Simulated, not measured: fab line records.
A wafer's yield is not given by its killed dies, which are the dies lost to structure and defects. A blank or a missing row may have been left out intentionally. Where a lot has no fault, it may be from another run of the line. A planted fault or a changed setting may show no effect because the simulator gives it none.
What tool caused it? -- flow nand-harc -- 39 wafers from 13 lots sampled at 4 of the route's 1159 steps

== WHAT THE GAUGES READ, wafer by wafer ==
NHARC_P_ZERO_WELL_CD_MEAS_52: the cd target is 2000 nm.
lot,measured,on,cd-nm (nm)
L840,day 1 17:58,cd-sem-01,1999.7 2000.1 1998.4
L841,day 1 23:49,cd-sem-02,1998.9 2000.4 1998.0
L842,day 2 05:44,cd-sem-03,2000.0 2001.9 1999.5
L843,day 2 11:47,cd-sem-02,2000.3 2001.4 2001.5
L844,day 2 17:49,cd-sem-01,1999.4 1999.7 1998.2
L846,day 3 05:53,cd-sem-03,1998.8 2000.9 2000.4
L849,day 3 23:37,cd-sem-02,2003.4 2002.2 2001.1
L851,day 4 11:32,cd-sem-01,2000.8 2000.8 2000.6
L852,day 4 17:25,cd-sem-02,1998.5 1998.3 1999.7
L853,day 4 23:57,cd-sem-02,1999.4 1999.0 2000.1
L854,day 5 05:42,cd-sem-02,1959.7 1958.6 1961.2
L857,day 5 23:41,cd-sem-02,1999.2 1999.8 1998.5
L863,day 7 11:55,cd-sem-02,2000.4 1999.7 1999.5

NHARC_P_ZERO_WELL_INSPECT_43.
lot,measured,on,raw-defect-count
L840,day 1 19:46,defect-inspect-01,7 4 3
L841,day 2 01:37,defect-inspect-02,10 12 13
L842,day 2 07:32,defect-inspect-02,8 16 17
L843,day 2 13:44,defect-inspect-02,12 15 14
L844,day 2 19:40,defect-inspect-01,14 13 12
L846,day 3 07:42,defect-inspect-01,15 8 9
L849,day 4 01:27,defect-inspect-01,16 12 6
L851,day 4 13:22,defect-inspect-02,10 9 8
L852,day 4 19:14,defect-inspect-01,10 7 6
L853,day 5 01:48,defect-inspect-02,6 8 11
L854,day 5 07:34,defect-inspect-01,16 16 21
L857,day 6 01:34,defect-inspect-02,16 12 9
L863,day 7 15:32,defect-inspect-01,8 9 6

NHARC_P_STI_INSPECT_11.
lot,measured,on,raw-defect-count
L840,day 2 11:11,defect-inspect-02,4 6 3
L841,day 2 19:01,defect-inspect-01,2 4 4
L842,day 3 02:12,defect-inspect-02,6 5 11
L843,day 3 02:10,defect-inspect-02,5 2 7
L844,day 3 11:03,defect-inspect-02,7 3 9
L846,day 3 23:28,defect-inspect-01,8 7 1
L849,day 4 19:17,defect-inspect-01,2 4 4
L851,day 5 04:44,defect-inspect-02,0 8 3
L852,day 5 12:22,defect-inspect-02,3 2 4
L853,day 5 19:31,defect-inspect-01,3 7 4
L854,day 5 19:34,defect-inspect-02,2 3 0
L857,day 6 17:04,defect-inspect-02,10 7 7
L863,day 8 08:17,defect-inspect-01,5 3 9

== EACH LOT AND THE TOOL THAT RAN IT (in order: tool; ch and the chambers of the sampled wafers; start) ==
lot,NHARC_P_ZERO_WELL_EXPOSE_49
L840,"krf-scanner-02 ch 0, day 1 17:49"
L841,"krf-scanner-02 ch 0, day 1 23:40"
L842,"krf-scanner-04 ch 0, day 2 05:35"
L843,"krf-scanner-01 ch 0, day 2 11:37"
L844,"krf-scanner-04 ch 0, day 2 17:39"
L846,"krf-scanner-01 ch 0, day 3 05:43"
L849,"krf-scanner-04 ch 0, day 3 23:28"
L851,"krf-scanner-04 ch 0, day 4 11:23"
L852,"krf-scanner-04 ch 0, day 4 17:16"
L853,"krf-scanner-02 ch 0, day 4 23:48"
L854,"krf-scanner-02 ch 0, day 5 05:33"
L857,"krf-scanner-04 ch 0, day 5 23:32"
L863,"krf-scanner-02 ch 0, day 7 11:45"
- NHARC_P_ZERO_WELL_EXPOSE_49: exposes mask P HVPW, target cd 2000 nm.

== AS READ BY THE TOOLS THEMSELVES (means over the sampled wafers that have a number; for cases with no such wafer, the mark the record gives instead) ==
The record holds no such reading with a usual standard deviation.

== THE ANSWER, worked out from the rows above alone ==
Rule: usual is defined by the lots themselves. Put in order of their means at a reading, lots are off if they are a third of the lots or fewer, leave a main group of 4 or more, and stand apart from it by a gap of 3 or more times the standard deviation of the main group's means; of several such gaps the widest counts. A main group is skipped when, at the precision printed for the reading in the tables above, its means are all equal. A lot without any number at a reading at which 4 lots or more have one is off too. Where the step has rows for the other lots, those lots are counted as sound. After the gauges, taken in route order, come the tools' own readings; for these a lot's mean is taken, as printed above. The first step at which some lot is off is used, and at that step the reading that is off furthest; a lot without a number counts as furthest.
Off at NHARC_P_ZERO_WELL_CD_MEAS_52 (cd-nm): L854. Mean 2000.0 nm and standard deviation 0.96 in the main group.
A tool fits if, at a process step before that reading, it ran every lot that is off, and no sound lot after the first of them. The gauges at NHARC_P_ZERO_WELL_CD_MEAS_52 are tried like those tools. Not one of the candidates tried fits.

== WHAT THE SIMULATOR PUT IN ==
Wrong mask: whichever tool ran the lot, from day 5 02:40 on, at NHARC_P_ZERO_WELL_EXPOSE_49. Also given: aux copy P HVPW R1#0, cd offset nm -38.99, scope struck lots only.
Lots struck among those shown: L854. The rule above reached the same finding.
